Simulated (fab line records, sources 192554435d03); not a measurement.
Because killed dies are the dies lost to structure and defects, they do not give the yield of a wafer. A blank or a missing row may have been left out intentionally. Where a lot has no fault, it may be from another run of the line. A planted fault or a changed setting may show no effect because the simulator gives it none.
Split-lot trial ; flow n5-finfet ; 21 wafers read across 7 lots, on a route 1938 steps long

ON THE SPLIT
At N5_SD_EPI_P_PEB_07 (peb time 60 s), the setting peb-time-s was moved away from the recipe's 60 s on 8 of the 21 wafers read, by -19.2% to +13.4%. This setting was run at the recipe's value on the other wafers.

SPLIT TO READING: what lies between them in the file, 1 step
- N5_SD_EPI_P_DEVELOP_08: develop time 30 s

THE READING
cd-nm, in nm, at N5_SD_EPI_P_CD_MEAS_09 (target cd 240 nm). Typical for fault-free wafers on this fab line: 239.8 nm, with standard deviation 0.91 nm.

wafer;tool, chamber at the split;peb-time-s as run, s;against the recipe;cd-nm, nm;against lot-mates on the recipe
L075.1;litho-track-02, 0;60;recipe;241.4;-
L075.2;litho-track-02, 0;66.76;+11.3%;244.9;+4.2
L075.6;litho-track-02, 0;60;recipe;239.9;-
L083.1;litho-track-02, 0;60;recipe;238.8;-
L083.3;litho-track-02, 0;60;recipe;239.5;-
L083.5;litho-track-02, 0;55.71;-7.2%;236.9;-2.2
L091.1;litho-track-03, 0;54.91;-8.5%;237.9;-3.1
L091.2;litho-track-03, 0;60;recipe;241.0;-
L091.3;litho-track-03, 0;54.91;-8.5%;238.4;-2.6
L092.1;litho-track-04, 0;68.03;+13.4%;244.1;+3.9
L092.3;litho-track-04, 0;68.03;+13.4%;243.9;+3.7
L092.4;litho-track-04, 0;60;recipe;240.2;-
L095.3;litho-track-02, 0;48.49;-19.2%;231.2;-7.7
L095.4;litho-track-02, 0;60;recipe;239.2;-
L095.5;litho-track-02, 0;60;recipe;238.5;-
L096.1;litho-track-02, 0;60;recipe;238.8;-
L096.4;litho-track-02, 0;60;recipe;238.8;-
L096.5;litho-track-02, 0;60;recipe;239.0;-
L097.1;litho-track-03, 0;60;recipe;240.6;-
L097.4;litho-track-03, 0;65.84;+9.7%;243.4;+3.1
L097.6;litho-track-03, 0;60;recipe;240.0;-

FIT RESULTS
A straight line over all 21 wafers: cd-nm changes by +0.366 nm for each +1% of peb-time-s; r = +0.94; the points scatter about the line by 1 nm.
The same after taking each lot's own level away (the mean of its wafers on the recipe; 21 wafers): +0.342 nm for each +1%; r = +0.98; scatter 0.48 nm.
That fit puts the effect of the largest move of peb-time-s on the reading at 6.6 nm.
Measured against the standard deviation above, the lots' own levels, which go from 238.85 to 241.00 nm, span 2.4 times it.
So the lot-to-lot level changes the slope little: the two slopes agree.
Check: with one of the wafers moved furthest among these (-19.2%) left out of the fit, the line predicts -6.08 nm for it against its lot-mates. It came out at -7.65 nm against them.

OTHER SPLITS APPLIED TO THESE WAFERS
Before the reading, these wafers also passed through other splits. Each is held against what the fit with the lots' levels taken away leaves over:
other split on the same wafers;wafers away from the commonest value;r with cd-nm (lot level and that fit taken away)
N5_ZERO_LAYER_EXPOSE_08 dose-mj;8;-0.26
N5_PMOS_HMC_CHANNEL_EPI_PEB_07 peb-time-s;6;+0.31
N5_PMOS_HMC_CHANNEL_EPI_DEVELOP_08 develop-time-s;6;+0.16
N5_SD_EPI_P_COAT_35 spin-rpm;7;-0.35

THE WHOLE CHAIN: every reading that the file lists as answering this split, in the file's order
step;what it does;reading;change (the file's fit);r (the file's)
N5_SD_EPI_P_CD_MEAS_09;target cd 240 nm;cd-nm;+0.353 nm for each +1% of the setting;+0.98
N5_SD_EPI_P_DESCUM_14;chemistry O2, time 7.9 s;SD_EPI_P.cd-nm (the simulator's own value, which no gauge read);+0.341 nm for each +1% of the setting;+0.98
N5_SD_EPI_P_ETCH_36;etches SiARC in CF4, target depth 45.5 nm, time 75.8 s;SD_EPI_P.cd-nm (the simulator's own value, which no gauge read);+0.351 nm for each +1% of the setting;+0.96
N5_SD_EPI_P_ETCH_37;etches SOC in N2/H2, overetch 108 nm, time 486 s;SD_EPI_P.cd-nm (the simulator's own value, which no gauge read);+0.29 nm for each +1% of the setting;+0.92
N5_SD_EPI_P_ETCHBACK_46;etches SiNx in CH3F/O2, stops on SiO2, target depth 17.5 nm;SD_EPI_P.cd-nm (the simulator's own value, which no gauge read);+0.284 nm for each +1% of the setting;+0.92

THE FILE'S OWN FIT
cd-nm changes by +0.353 nm for each +1% of peb-time-s, r = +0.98.
